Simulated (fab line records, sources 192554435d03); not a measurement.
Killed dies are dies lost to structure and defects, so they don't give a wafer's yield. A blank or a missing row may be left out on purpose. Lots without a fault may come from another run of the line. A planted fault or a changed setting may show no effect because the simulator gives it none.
Chamber matching | flow n5_finfet | N5_BEOL_M11_CURE_71 on uv_cure-03: 3 sister chambers
The step cures SiCOH lowk, time 240 s. 6 wafers are shown with their chamber, then 7 later ones without.

WAFERS WITH THEIR CHAMBER
wafer  | chamber | wafer_temp_C_max | lamp_power_pct (%)
L085.2 | 2       | 387.7            | 52.35
L085.4 | 2       | 387.4            | 52.35
L084.3 | 0       | 386.9            | 52.28
L084.6 | 0       | 387.0            | 52.32
L087.1 | 1       | 386.7            | 52.32
L087.2 | 1       | 387.0            | 52.31

WAFERS WITHOUT THEIR CHAMBER
wafer  | wafer_temp_C_max | lamp_power_pct (%)
L087.3 | 387.5            | 52.28
L089.2 | 387.3            | 52.30
L089.3 | 387.3            | 52.28
L089.6 | 387.9            | 52.35
L093.3 | 387.4            | 52.32
L093.4 | 386.8            | 52.34
L093.5 | 387.4            | 52.40

WHICH CHAMBER EACH WENT THROUGH
wafer  | from the rows above          | in truth
L087.3 | can't be placed: 0 or 2 or 1 | 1
L089.2 | can't be placed: 0 or 1 or 2 | 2
L089.3 | can't be placed: 0 or 1      | 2
L089.6 | 2                            | 2
L093.3 | can't be placed: 2 or 0 or 1 | 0
L093.4 | can't be placed: 1 or 0      | 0
L093.5 | 2                            | 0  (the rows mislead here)
Placed correctly: 1 of 7. Can't be placed from these rows: 5 (the true chamber is among the candidates in 4). Placed wrongly: 1.
How it was worked out, from the rows above alone: a wafer's distance from a chamber is the root of the sum, over the readings, of the square of ((its reading less the chamber's mean) divided by the reading's scatter). The wafer belongs to the nearest chamber; if the next one is less than 2 further off, it can't be placed. A chamber's mean is the mean of its shown wafers. The scatter: the root of (the sum of the squares of (reading less its chamber's mean) over the shown wafers, divided by (wafers less chambers)).
